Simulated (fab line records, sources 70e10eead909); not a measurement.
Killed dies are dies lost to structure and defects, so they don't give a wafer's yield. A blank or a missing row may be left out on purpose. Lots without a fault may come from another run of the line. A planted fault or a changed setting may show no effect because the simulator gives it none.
fab line records | flow nand_harc
record lots=11 wafers=33 last_day=33
route steps=1302 shown A_SGD_CUT@904 END@1302
lots that met no fault: from a run of the same line without faults
start_h: hours from the record's first day to the start of the lot's first wafer shown | wait_h: hours since the lot's step before | " the same as in the row above | L1.1+2: a row that stands for several wafers | - no value, or no start given | * or withheld: withheld | < > ~ a bound
route shown NAME@n: a module of which the file shows steps, and the number in the route of the first | usual: mean/standard deviation of fault-free wafers | same: alike in all rows | chamber/n: place in a boat | sites: the reading at each site | _std_site: their standard deviation | _edge_site: outer sites' mean less inner sites' | radius_mm: how far each site lies from the wafer's centre | mask NAME#n: copy n | behind: the tool/chamber that last shaped the wafer | hold: why the lot was held/for how many hours/how that ended | device: the transistor (n, p or np) that didn't switch | end of line: the same wafers' tests at the end of the route | a step without rows: its recipe alone | killed: dies lost to structure and defects at the first sort, not the wafer's yield | map: a wafer's dies, x killed, . not, _ none there
set.NAME: the setting as run; set.NAME@STEP: as run at that earlier step | model.NAME: the simulator's own value behind a step, which no gauge read
steps of the route over a sample of lots; a table a step, a row a wafer
services: from which hour (start_h, from the record's first day; less than 0 if before it) a tool's chamber was out of use, for how many hours, and why
## steps
# step NHARC_A_SGD_CUT_DESCUM_14
# recipe time_s=3 o2_flow_sccm=200 ar_flow_sccm=0 bias_power_w=0 chemistry=O2
# usual drypump_motor_current_A=5.7/0.42 mfc_ar_sccm=0.008/0.0074 oes_product_au=1.000/0.011 rf_vpp_V=57.9/0.8 showerhead_plenum_p_Torr=1.93/0.047 throttle_valve_pct=11.312/0.0086
# columns lot.wafer tool chamber start_h wait_h drypump_motor_current_A mfc_ar_sccm oes_product_au rf_hours_counter_h rf_vpp_V showerhead_plenum_p_Torr throttle_valve_pct
L406.2 rie_diel-11 1 416.74 0.1 6.3 0.020 0.999 7 59.2 1.92 11.312
L406.5 " 2 " " 6.0 0.012 0.980 - 59.2 1.95 11.305
L406.6 " 3 " " 5.5 0 1.007 - 58.2 1.96 11.315
L414.2 rie_diel-11 3 505.86 0.1 5.5 0 0.984 2 57.7 1.96 11.320
L414.3 " 1 " " 6.4 0.020 0.999 3 57.2 1.91 11.318
L414.5 " 3 " " 5.5 0 0.985 - 57.8 1.96 11.305
L415.1 rie_diel-02 3 520.39 0.1 5.0 0.014 1.016 12 58.9 1.89 11.315
L415.3 " 0 " " 5.8 0 1.001 11 58.0 1.86 11.310
L415.2 " 1 " " 5.4 0 1.005 10 58.2 1.98 11.304
L417.2 rie_diel-02 2 538.77 0.1 5.9 0 0.982 11 59.0 1.94 11.314
L417.1 " 3 " " 5.0 0.014 1.009 13 57.6 1.89 11.318
L417.6 " 3 " " 5.0 0.014 1.006 - 57.3 1.89 11.306
L421.2 rie_diel-11 0 575.90 0.1 5.2 0.014 1.010 5 58.4 1.85 11.300
L421.3 " 1 " " 6.3 0.020 1.014 5 56.1 1.91 11.304
L421.5 " 3 " " 5.5 0 0.987 - 56.2 1.96 11.305
L419.3 rie_diel-11 2 577.01 0.1 6.0 0.012 0.986 6 59.6 1.95 11.324
L419.6 " 2 " " 6.0 0.012 0.991 - 59.0 1.95 11.315
L419.5 " 3 " " 5.5 0 0.989 - 57.7 1.96 11.312
L424.2 rie_diel-03 0 618.14 0.1 5.3 0.014 0.995 10 58.6 1.91 11.322
L424.5 " 0 " " 5.3 0.014 1.006 - 57.1 1.91 11.303
L424.6 " 1 " " 5.9 0 0.997 - 59.0 1.99 11.308
L426.4 rie_diel-02 3 635.32 0.1 5.0 0.014 1.008 4 58.2 1.89 11.308
L426.2 " 0 " " 5.8 0 1.000 4 57.5 1.85 11.321
L426.5 " 1 " " 5.4 0 1.011 - 58.3 1.98 11.309
L427.3 rie_diel-11 0 635.51 0.1 5.2 0.014 1.010 1 57.6 1.85 11.309
L427.2 " 2 " " 6.0 0.012 0.984 1 57.2 1.95 11.319
L427.6 " 1 " " 6.3 0.020 0.999 - 57.5 1.91 11.305
L428.3 rie_diel-02 0 654.42 0.1 5.8 0 1.001 5 57.5 1.85 11.318
L428.2 " 1 " " 5.5 0 1.004 5 56.6 1.98 11.311
L428.5 " 0 " " 5.8 0 0.990 - 56.8 1.85 11.317
L429.3 rie_diel-11 2 666.34 0.1 6.0 0.012 0.991 3 57.3 1.95 11.312
L429.5 " 3 " " 5.5 0 1.008 - 57.7 1.96 11.318
L429.6 " 0 " " 5.2 0.014 1.015 - 59.5 1.84 11.312
# step NHARC_A_SGD_CUT_ETCH_58
# recipe target_depth_a=390 over_etch_frac=0.3 time_s=65 ion_energy_ev=80 cf4_flow_sccm=150 ar_flow_sccm=0 rf_w=300 bias_w=100 chemistry=CF4
# usual bias_w=99.98/0.28 cf4_flow_sccm=149.9/0.46 drypump_motor_current_A=5.7/0.41 mfc_ar_sccm=0.008/0.0074 oes_product_au=1.001/0.011 rf_vpp_V=151.3/1 showerhead_plenum_p_Torr=1.78/0.041 throttle_valve_pct=13.284/0.0098
# columns lot.wafer tool chamber start_h wait_h bias_w cf4_flow_sccm drypump_motor_current_A mfc_ar_sccm oes_product_au rf_hours_counter_h rf_vpp_V showerhead_plenum_p_Torr throttle_valve_pct
L406.2 rie_diel-11 1 416.81 0.1 99.56 150.4 6.3 0.020 1.002 7 152.1 1.77 13.269
L406.5 " 3 " " 99.90 150.2 5.5 0 0.998 - 149.7 1.81 13.302
L406.6 " 0 " " 100.05 150.5 5.2 0.014 1.009 - 150.3 1.71 13.275
L414.2 rie_diel-11 0 505.95 0.1 99.87 149.8 5.2 0.014 0.992 3 149.0 1.71 13.289
L414.3 " 1 " " 99.80 149.9 6.3 0.020 1.014 3 152.5 1.77 13.264
L414.5 " 3 " " 99.63 149.0 5.6 0 0.996 - 151.2 1.81 13.280
L415.3 rie_diel-02 2 520.48 0.1 100.41 150.3 5.9 0 0.981 9 150.6 1.79 13.298
L415.1 " 3 " " 99.89 149.4 4.9 0.014 1.012 12 151.7 1.75 13.286
L415.2 " 0 " " 99.85 149.5 5.8 0 1.012 11 150.2 1.72 13.316
L417.1 rie_diel-02 0 538.86 0.1 100.08 150.4 5.8 0 1.002 12 148.6 1.72 13.284
L417.2 " 1 " " 99.52 150.5 5.4 0 1.010 11 152.8 1.83 13.277
L417.6 " 0 " " 99.73 150.1 5.8 0 1.013 - 150.8 1.72 13.282
L421.2 rie_diel-11 1 575.98 0.1 99.43 150.4 6.4 0.020 1.002 5 151.6 1.77 13.275
L421.3 " 3 " " 99.97 150.1 5.5 0 0.987 5 152.8 1.81 13.273
L421.5 " 1 " " 99.74 150.6 6.3 0.020 0.998 - 151.6 1.77 13.274
L419.3 rie_diel-11 0 577.09 0.1 99.97 150.3 5.2 0.014 1.009 6 149.4 1.71 13.286
L419.6 " 0 " " 99.96 149.8 5.2 0.014 1.011 - 150.6 1.71 13.300
L419.5 " 1 " " 100.14 150.0 6.4 0.020 1.008 - 153.3 1.77 13.271
L424.2 rie_diel-03 2 618.24 0.1 100.09 149.7 6.3 0.010 1.007 9 152.8 1.83 13.284
L424.5 " 1 " " 99.97 149.4 5.9 0 1.007 - 151.9 1.84 13.284
L424.6 " 2 " " 100.32 149.4 6.3 0.010 1.005 - 151.5 1.82 13.272
L426.2 rie_diel-02 1 635.39 0.1 99.61 149.6 5.5 0 1.012 4 152.1 1.82 13.277
L426.4 " 3 " " 100.19 149.6 5.0 0.014 1.000 4 150.8 1.75 13.286
L426.5 " 1 " " 100.34 150.0 5.4 0 1.003 - 152.6 1.82 13.273
L427.3 rie_diel-11 3 635.60 0.1 99.65 149.7 5.5 0 0.991 1 151.1 1.81 13.295
L427.2 " 1 " " 99.25 150.6 6.3 0.020 0.995 1 150.3 1.77 13.297
L427.6 " 3 " " 99.67 149.9 5.5 0 0.992 - 152.4 1.81 13.282
L428.2 rie_diel-02 1 654.51 0.1 100.19 150.5 5.4 0 1.013 5 153.2 1.82 13.288
L428.3 " 3 " " 99.77 149.7 5.0 0.014 1.006 6 150.9 1.75 13.292
L428.5 " 0 " " 99.97 149.4 5.8 0 1.003 - 151.8 1.72 13.299
L429.3 rie_diel-11 1 666.41 0.1 99.32 150.0 6.3 0.020 0.989 3 150.6 1.77 13.287
L429.6 " 3 " " 100.07 149.3 5.5 0 0.990 - 152.8 1.81 13.276
L429.5 " 0 " " 99.86 150.6 5.2 0.014 1.016 - 151.3 1.71 13.282
# step NHARC_A_SGD_CUT_ETCH_16
# recipe target_depth_a=3105 time_s=155.2 c4f8_flow_sccm=withheld o2_flow_sccm=8 ar_flow_sccm=withheld rf_w=600 bias_w=800 chemistry=C4F8/O2/Ar
# usual bias_w=800.1/2.2 chamber_pressure_mTorr=24.995/0.023 oes_product_au=0.971/0.015 rf_vpp_V=723.7/2.5
# columns lot.wafer tool chamber start_h wait_h bias_w chamber_pressure_mTorr oes_product_au rf_hours_counter_h rf_vpp_V
L406.2 rie_diel-11 2 417.28 - 800.6 25.042 0.947 7 724.8
L406.6 " 2 " " 801.9 25.028 0.961 - 725.1
L406.5 " 3 " " 800.1 24.983 0.961 - 725.6
L414.2 rie_diel-11 0 506.42 - - - - - -
L414.3 " 1 " " - - - - -
L414.5 " 0 " " - - - - -
L415.3 rie_diel-02 0 520.97 - - - - - -
L415.2 " 1 " " - - - - -
L415.1 " 2 " " - - - - -
L417.2 rie_diel-02 3 539.34 - - - - - -
L417.1 " 1 " " - - - - -
L417.6 " 0 " " - - - - -
L421.2 rie_diel-11 0 576.48 - 803.3 24.960 0.975 6 719.3
L421.3 " 2 " " 799.4 24.959 0.951 5 724.4
L421.5 " 3 " " 800.0 25.000 0.955 - 726.0
L419.3 rie_diel-11 3 577.62 - 798.2 25.066 0.951 5 726.2
L419.6 " 0 " " 799.1 24.996 0.980 - 720.1
L419.5 " 1 " " 799.9 24.999 0.993 - 722.6
L424.2 rie_diel-03 3 618.72 - 799.1 24.986 0.964 10 723.0
L424.6 " 2 " " 803.8 25.017 0.975 - 727.4
L424.5 " 3 " " 798.8 24.981 0.965 - 722.4
L426.4 rie_diel-02 2 635.88 - 799.9 25.014 0.964 5 726.5
L426.2 " 0 " " 799.6 25.002 0.989 4 721.2
L426.5 " 2 " " 797.9 25.014 0.957 - 726.6
L427.2 rie_diel-11 3 636.11 - 800.9 24.964 0.981 1 725.3
L427.3 " 0 " " 798.3 25.003 0.989 1 720.5
L427.6 " 2 " " 798.5 24.980 0.964 - 724.9
L428.2 rie_diel-02 1 654.99 - 800.9 25.047 0.961 6 726.5
L428.3 " 3 " " 802.2 25.003 0.952 6 722.6
L428.5 " 1 " " 803.2 25.003 0.950 - 726.7
L429.3 rie_diel-11 1 666.92 - 801.6 24.980 0.972 3 722.6
L429.5 " 2 " " 801.0 24.977 0.966 - 725.3
L429.6 " 3 " " 799.0 24.995 0.969 - 726.6
# step NHARC_A_SGD_CUT_STRIP_28
# recipe time_s=20 o2_flow_sccm=500 ar_flow_sccm=0 bias_w=0 chemistry=O2
# usual drypump_motor_current_A=5.7/0.41 mfc_ar_sccm=0.008/0.0071 oes_product_au=1.000/0.011 rf_vpp_V=57.8/0.85 showerhead_plenum_p_Torr=3.55/0.08 throttle_valve_pct=17.036/0.01
# columns lot.wafer tool chamber start_h wait_h drypump_motor_current_A mfc_ar_sccm oes_product_au rf_hours_counter_h rf_vpp_V showerhead_plenum_p_Torr throttle_valve_pct
L406.2 rie_diel-11 1 - - 6.3 0.020 1.012 7.7 57.9 3.53 17.036
L406.6 " 2 " " 6.0 0.012 0.984 - 57.2 3.60 17.048
L406.5 " 3 " " 5.5 0 1.003 - 57.9 3.61 17.032
L414.2 rie_diel-03 0 514.41 0.1 5.3 0.014 1.021 4.1 58.0 3.53 17.032
L414.3 " 1 " " 5.9 0 1.002 3.9 57.0 3.67 17.037
L414.5 " 2 " " 6.4 0.010 1.004 - 57.8 3.64 17.059
L415.2 rie_diel-11 2 - - 6.0 0.012 0.987 2.8 58.4 3.60 17.035
L415.3 " 0 " " 5.2 0.014 0.996 4.1 58.2 3.41 17.024
L415.1 " 1 " " 6.4 0.020 1.007 3.8 57.3 3.53 17.030
L417.1 rie_diel-11 2 - - 6.0 0.012 0.990 3.7 57.0 3.60 17.037
L417.2 " 3 " " 5.6 0 1.011 4.4 59.2 3.60 17.031
L417.6 " 0 " " 5.2 0.014 1.011 - 58.5 3.41 17.026
L421.3 rie_diel-03 1 - - 5.9 0 1.004 8.0 57.1 3.67 17.035
L421.2 " 3 " " 5.7 0.005 0.995 7.9 58.5 3.51 17.042
L421.5 " 1 " " 5.9 0 1.013 - 59.7 3.67 17.045
L419.3 rie_diel-03 0 - - 5.3 0.014 1.007 8.1 57.6 3.53 17.031
L419.6 " 3 " " 5.7 0.005 0.998 - 58.5 3.51 17.043
L419.5 " 0 " " 5.3 0.014 1.002 - 56.9 3.53 17.040
L424.2 rie_diel-02 1 - - 5.4 0 1.003 3.3 58.5 3.64 17.044
L424.5 " 3 " " 5.0 0.014 1.003 - 59.1 3.48 17.025
L424.6 " 0 " " 5.8 0 1.007 - 57.8 3.43 17.044
L426.4 rie_diel-02 0 - - 5.8 0 1.001 4.6 57.8 3.43 17.045
L426.2 " 1 " " 5.5 0 1.002 4.7 58.8 3.64 17.039
L426.5 " 3 " " 5.0 0.014 1.000 - 56.9 3.48 17.044
L427.2 rie_diel-11 3 - - 5.6 0 1.016 2.0 58.6 3.60 17.052
L427.3 " 1 " " 6.4 0.020 1.005 1.8 58.0 3.53 17.024
L427.6 " 3 " " 5.6 0 0.995 - 59.5 3.60 17.036
L428.2 rie_diel-03 0 - - 5.2 0.014 1.023 1.0 55.2 3.53 17.026
L428.3 " 2 " " 6.3 0.010 1.010 1.0 58.4 3.64 17.019
L428.5 " 3 " " 5.7 0.005 1.001 - 59.4 3.51 17.059
L429.3 rie_diel-03 1 - - 5.9 0 1.008 1.6 58.0 3.66 17.051
L429.6 " 1 " " 5.9 0 1.016 - 58.5 3.66 17.050
L429.5 " 2 " " 6.3 0.010 0.993 - 58.7 3.64 17.020
# step NHARC_END_SORT_01
# recipe temp_c=25
# usual killed_at_array=53/19 killed_at_other=0.7/1.1 killed_at_periphery=4.2/2.7 killed_dies=58/18 killed_open=3.1/1.9 killed_short=2.5/1.6
# same gross_dies=677
# columns lot.wafer tool chamber start_h wait_h hold killed_at_array killed_at_other killed_at_periphery killed_dies killed_open killed_short
L414.2 prober-02 0 637.17 2.8 await_dispo/2.0h/scrap 668 1 8 677 3 2
L414.3 prober-02 0 637.97 3.1 await_dispo/2.0h/scrap 667 2 8 677 0 1
L414.5 prober-02 0 639.56 3.7 await_dispo/2.0h/scrap 665 5 7 677 3 2
L415.1 prober-01 0 651.94 2.5 await_dispo/1.8h/scrap 673 0 4 677 3 4
L415.2 prober-01 0 652.75 2.8 await_dispo/1.8h/scrap 674 0 3 677 2 1
L415.3 prober-01 0 653.56 3.1 await_dispo/1.8h/scrap 673 0 4 677 1 2
L417.1 prober-02 0 670.22 2.5 await_dispo/5.1h/scrap 675 0 2 677 4 1
L417.2 prober-02 0 671.02 2.8 await_dispo/5.1h/scrap 676 0 1 677 3 2
L417.6 prober-02 0 674.21 4.0 await_dispo/5.1h/scrap 673 2 2 677 7 3
L421.2 prober-01 0 692.10 2.8 - 60 2 3 65 3 5
L421.3 prober-01 0 692.90 3.1 - 76 0 4 80 3 4
L421.5 prober-01 0 694.48 3.7 - 64 0 7 71 3 4
L424.2 prober-01 0 752.90 2.8 - 91 0 4 95 3 3
L424.5 prober-01 0 755.32 3.7 - 93 0 3 96 3 5
L424.6 prober-01 0 756.12 4.0 - 66 0 8 74 1 0
L427.2 prober-01 0 762.38 2.8 - 67 0 4 71 3 4
L427.3 prober-01 0 763.19 3.1 - 79 0 3 82 3 3
L427.6 prober-01 0 765.61 4.0 - 80 0 4 84 2 8
L426.2 prober-02 0 771.99 2.8 - 30 1 7 38 1 1
L426.4 prober-02 0 773.59 3.4 - 34 2 3 39 3 2
L426.5 prober-02 0 774.38 3.7 - 31 1 9 41 5 2
# killed by level:class
L414.2 A_SGD_CUT:area_etch=608 A_CHANNEL_HOLE_D1:chamber_film_flake=35 A_CHANNEL_HOLE_D2:chamber_film_flake=12 A_CONTACT:chamber_film_flake=6 P_GATE:chamber_film_flake=3 A_SLIT:chamber_film_flake=2 A_WL_FILL:chamber_film_flake=2 P_CONTACT:geometric_particle:open=1
L414.3 A_SGD_CUT:area_etch=626 A_CHANNEL_HOLE_D1:chamber_film_flake=21 A_CHANNEL_HOLE_D2:chamber_film_flake=11 P_GATE:chamber_film_flake=4 A_DECK1_JOINT:chamber_film_flake=3 P_ZERO_WELL:chamber_film_flake=2 A_SLIT:chamber_film_flake=2 A_CONTACT:chamber_film_flake=2
L414.5 A_SGD_CUT:area_etch=634 A_CHANNEL_HOLE_D1:chamber_film_flake=16 A_CHANNEL_HOLE_D2:chamber_film_flake=9 P_GATE:chamber_film_flake=5 THIN_TSV:chamber_film_flake=5 A_CONTACT:chamber_film_flake=3 P_GATE:geometric_particle:short=1 P_CONTACT:geometric_particle:open=1
L415.1 A_SGD_CUT:area_etch=621 A_SLIT:chamber_film_flake=23 A_CHANNEL_HOLE_D2:chamber_film_flake=16 A_CHANNEL_HOLE_D1:chamber_film_flake=7 P_CONTACT:chamber_film_flake=3 A_ONON_D1:geometric_particle:open=2 P_CONTACT:geometric_particle:short=1 A_SOURCE_PLATE:geometric_particle:short=1
L415.2 A_SGD_CUT:area_etch=618 A_SLIT:chamber_film_flake=37 A_CHANNEL_HOLE_D2:chamber_film_flake=7 A_CHANNEL_HOLE_D1:chamber_film_flake=4 P_GATE:chamber_film_flake=2 A_WL_FILL:chamber_film_flake=2 A_ONON_D1:geometric_particle:open=1 A_ONON_D1:geometric_particle:short=1
L415.3 A_SGD_CUT:area_etch=612 A_SLIT:chamber_film_flake=38 A_CHANNEL_HOLE_D2:chamber_film_flake=15 P_GATE:chamber_film_flake=3 A_CHANNEL_HOLE_D1:chamber_film_flake=2 A_CONTACT:chamber_film_flake=2 P_CONTACT:geometric_particle:open=1 A_CHANNEL_FILL_D2:geometric_particle:short=1
L417.1 A_SGD_CUT:area_etch=613 A_SLIT:chamber_film_flake=26 A_CHANNEL_HOLE_D2:chamber_film_flake=22 A_CHANNEL_HOLE_D1:chamber_film_flake=5 A_M0:geometric_particle:open=2 A_STAIRCASE:chamber_film_flake=2 A_CONTACT:chamber_film_flake=2 P_CONTACT:geometric_particle:open=1
L417.2 A_SGD_CUT:area_etch=614 A_SLIT:chamber_film_flake=37 A_CHANNEL_HOLE_D2:chamber_film_flake=15 A_ONON_D1:geometric_particle:short=1 A_ONON_D2:geometric_particle:short=1 A_ONON_D2:geometric_particle:open=1 A_SGD_CUT:geometric_particle:open=1 A_BLC:geometric_particle:open=1
L417.6 A_SGD_CUT:area_etch=630 A_SLIT:chamber_film_flake=20 A_CHANNEL_HOLE_D2:chamber_film_flake=6 A_BONDPAD:chamber_film_flake=3 A_WL_FILL:geometric_particle:open=2 A_STAIRCASE:chamber_film_flake=2 P_CONTACT:geometric_particle:open=1 A_SOURCE_PLATE:geometric_particle:short=1
L421.2 A_SLIT:chamber_film_flake=25 A_CHANNEL_HOLE_D1:chamber_film_flake=23 A_CONTACT:chamber_film_flake=5 A_WL_FILL:geometric_particle:short=2 P_STI:chamber_film_flake=2 A_CHANNEL_FILL_D2:geometric_particle:short=1 A_SGD_CUT:geometric_particle:open=1 A_SGD_CUT:geometric_particle:short=1
L421.3 A_CHANNEL_HOLE_D1:chamber_film_flake=30 A_SLIT:chamber_film_flake=28 A_CONTACT:chamber_film_flake=5 A_STAIRCASE:chamber_film_flake=4 A_DECK1_JOINT:chamber_film_flake=3 A_ONON_D1:geometric_particle:short=2 P_STI:geometric_particle:short=1 P_M0:geometric_particle:open=1
L421.5 A_SLIT:chamber_film_flake=33 A_CHANNEL_HOLE_D1:chamber_film_flake=20 A_CONTACT:chamber_film_flake=3 A_ONON_D2:geometric_particle:short=2 A_DECK1_JOINT:chamber_film_flake=2 P_GATE:geometric_particle:open=1 P_CONTACT:geometric_particle:open=1 P_M0:geometric_particle:open=1
L424.2 A_SLIT:chamber_film_flake=34 A_CHANNEL_HOLE_D1:chamber_film_flake=23 A_CHANNEL_HOLE_D2:chamber_film_flake=22 A_CONTACT:chamber_film_flake=6 P_STI:chamber_film_flake=3 P_GATE:geometric_particle:open=1 A_ONON_D1:geometric_particle:open=1 A_CHANNEL_HOLE_D1:geometric_particle:short=1
L424.5 A_SLIT:chamber_film_flake=33 A_CHANNEL_HOLE_D1:chamber_film_flake=23 A_CHANNEL_HOLE_D2:chamber_film_flake=22 A_CONTACT:chamber_film_flake=3 A_ONON_D1:geometric_particle:short=2 A_WL_FILL:geometric_particle:short=2 P_STI:chamber_film_flake=2 A_DECK1_JOINT:chamber_film_flake=2
L424.6 A_CHANNEL_HOLE_D1:chamber_film_flake=32 A_SLIT:chamber_film_flake=15 A_CHANNEL_HOLE_D2:chamber_film_flake=10 A_CONTACT:chamber_film_flake=7 P_STI:chamber_film_flake=6 P_ZERO_WELL:chamber_film_flake=2 A_WL_FILL:geometric_particle:open=1 A_STAIRCASE:chamber_film_flake=1
L427.2 A_CHANNEL_HOLE_D2:chamber_film_flake=20 A_SLIT:chamber_film_flake=20 A_CHANNEL_HOLE_D1:chamber_film_flake=12 A_STAIRCASE:chamber_film_flake=5 A_CONTACT:chamber_film_flake=3 P_GATE:chamber_film_flake=2 P_M1:geometric_particle:open=1 A_SOURCE_PLATE:geometric_particle:short=1
L427.3 A_CHANNEL_HOLE_D2:chamber_film_flake=31 A_SLIT:chamber_film_flake=22 A_CHANNEL_HOLE_D1:chamber_film_flake=14 P_ZERO_WELL:chamber_film_flake=2 A_CHANNEL_FILL_D2:chamber_film_flake=2 A_STAIRCASE:chamber_film_flake=2 A_CONTACT:chamber_film_flake=2 P_M0:geometric_particle:short=1
L427.6 A_SLIT:chamber_film_flake=41 A_CHANNEL_HOLE_D2:chamber_film_flake=14 A_CHANNEL_HOLE_D1:chamber_film_flake=8 A_CONTACT:chamber_film_flake=4 A_ONON_D1:geometric_particle:short=3 A_STAIRCASE:chamber_film_flake=3 A_CHANNEL_FILL_D2:geometric_particle:short=2 P_M0:chamber_film_flake=2
L426.2 A_CHANNEL_HOLE_D1:chamber_film_flake=15 P_BONDPAD:chamber_film_flake=5 A_CONTACT:chamber_film_flake=5 A_SLIT:chamber_film_flake=4 A_CHANNEL_FILL_D2:chamber_film_flake=2 P_M2:geometric_particle:short=1 A_STAIRCASE:geometric_particle:open=1 P_STI:chamber_film_flake=1
L426.4 A_CHANNEL_HOLE_D1:chamber_film_flake=15 A_SLIT:chamber_film_flake=5 A_CONTACT:chamber_film_flake=5 A_CHANNEL_FILL_D2:chamber_film_flake=2 A_STAIRCASE:chamber_film_flake=2 P_STI:geometric_particle:open=1 A_DECK1_JOINT:geometric_particle:short=1 A_DECK1_JOINT:geometric_particle:open=1
L426.5 A_CHANNEL_HOLE_D1:chamber_film_flake=10 P_BONDPAD:chamber_film_flake=6 A_CONTACT:chamber_film_flake=5 A_CHANNEL_FILL_D2:chamber_film_flake=4 A_SLIT:chamber_film_flake=3 A_SOURCE_PLATE:geometric_particle:open=1 A_CHANNEL_FILL_D2:geometric_particle:short=1 A_SGD_CUT:geometric_particle:short=1
## services
# columns tool chamber start_h hours kind
rie_diel-02 - 393.75 9.0 pm
rie_diel-11 - 408.27 0.4 repair
rie_diel-11 0 411.53 - clean
rie_diel-11 1 418.82 2.0 repair
rie_diel-03 - 421.22 0.1 repair
rie_diel-02 1 426.04 2.2 repair
rie_diel-02 2 430.09 14.6 repair
rie_diel-11 - 432.56 9.0 pm
rie_diel-02 1 436.58 1.5 repair
rie_diel-03 - 458.30 9.0 pm
rie_diel-02 0 461.74 5.5 repair
rie_diel-11 2 472.82 3.8 repair
rie_diel-11 3 495.00 10.1 repair
rie_diel-03 3 512.88 5.3 repair
rie_diel-03 2 517.92 5.9 repair
rie_diel-11 1 548.59 10.7 repair
rie_diel-11 3 552.14 9.7 repair
rie_diel-03 2 552.83 8.7 repair
rie_diel-11 0 557.83 9.0 repair
rie_diel-02 - 570.75 9.0 pm
rie_diel-11 - 609.56 9.0 pm
rie_diel-02 3 612.13 7.0 repair
rie_diel-03 3 612.93 2.5 repair
rie_diel-03 - 635.30 9.0 pm
## key
first_sign step=NHARC_A_SGD_CUT_ETCH_16 reading=tool_record direction=missing
effect step=NHARC_END_SORT_01 reading=killed_dies direction=up sigmas=34 usual=58 struck=677
more_kills_born_at NHARC_A_SGD_CUT_ETCH_16@rie_diel-02=3708 NHARC_A_SGD_CUT_ETCH_16@rie_diel-11=1868
met_at NHARC_A_SGD_CUT_ETCH_16
struck_lots L414,L415,L417
later_rows_left_out L414.2,L414.3,L414.5,L415.1,L415.2,L415.3,L417.1,L417.2,L417.6
tester_left_out L414,L415,L417
not_acting_at NHARC_A_SGD_CUT_DESCUM_14,NHARC_A_SGD_CUT_ETCH_58,NHARC_A_SGD_CUT_STRIP_28
onset_between 417.28 506.42
fault kind=skipped_step_whole tool=rie_diel-02,rie_diel-11 chamber=- onset_h=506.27 steps=NHARC_A_SGD_CUT_ETCH_16 scope=struck_lots_only
# tester_left_out: of these lots the tester's yield and bins aren't shown, on N5 and GAA mostly nor the transistor test; their killed dies are dies lost to structure and defects alone, not to doping, threshold or leakage, so they don't give the yield
# later_rows_left_out: the simulator's readings of these wafers behind a module that went badly wrong aren't trusted and aren't shown, but for the sort
